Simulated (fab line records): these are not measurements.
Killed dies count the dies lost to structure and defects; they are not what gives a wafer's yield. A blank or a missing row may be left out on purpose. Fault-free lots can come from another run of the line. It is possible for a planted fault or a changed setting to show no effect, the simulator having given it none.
Which tool was responsible? :: flow n5_finfet :: route of 1938 steps, sampled at 1 step: 12 lots, 36 wafers

== WHAT EACH GAUGE READ, for each wafer ==
N5_STI_FIN_REVEAL_THK_MEAS_05.
lot: L075
measured: day 2 19:35
on: film_metro-01
thk_nm (nm): 131.7 131.4 132.1

lot: L077
measured: day 3 03:22
on: film_metro-02
thk_nm (nm): 129.9 128.8 129.3

lot: L079
measured: day 3 14:45
on: film_metro-01
thk_nm (nm): 132.0 132.9 133.4

lot: L081
measured: day 4 04:23
on: film_metro-01
thk_nm (nm): 132.3 132.9 131.9

lot: L083
measured: day 4 17:04
on: film_metro-02
thk_nm (nm): 132.8 131.4 132.0

lot: L085
measured: day 5 08:38
on: film_metro-01
thk_nm (nm): 131.8 131.7 132.8

lot: L087
measured: day 5 16:10
on: film_metro-01
thk_nm (nm): 131.1 131.6 131.8

lot: L089
measured: day 6 04:45
on: film_metro-02
thk_nm (nm): 129.4 130.5 130.1

lot: L091
measured: day 6 16:02
on: film_metro-01
thk_nm (nm): 131.9 133.2 131.2

lot: L093
measured: day 7 03:58
on: film_metro-01
thk_nm (nm): 132.5 130.8 132.3

lot: L095
measured: day 7 15:54
on: film_metro-01
thk_nm (nm): 131.3 130.1 131.0

lot: L097
measured: day 8 03:08
on: film_metro-01
thk_nm (nm): 130.0 130.0 131.3

== TOOL THAT RAN EACH LOT (tool first, then ch and the chambers of the sampled wafers, then the start) ==
The record shows no process step preceding these readings.

== THE ANSWER, worked out from the rows above alone ==
Rule: the usual values come from the lots themselves. Put in order of their means at a reading, lots are off if they are a third of the lots or fewer, leave a main group of 4 or more, and stand apart from it by a gap of 3 or more times the standard deviation of the main group's means; of several such gaps the widest counts. A main group is skipped when, at the precision printed for the reading in the tables above, its means are all equal. Also off: a lot with no number at a reading for which 4 or more lots have one. All remaining lots with rows at the step are treated as sound.
Across all readings shown, no lot is off: no conclusion can be drawn from this.

== WHAT THE SIMULATOR PUT IN ==
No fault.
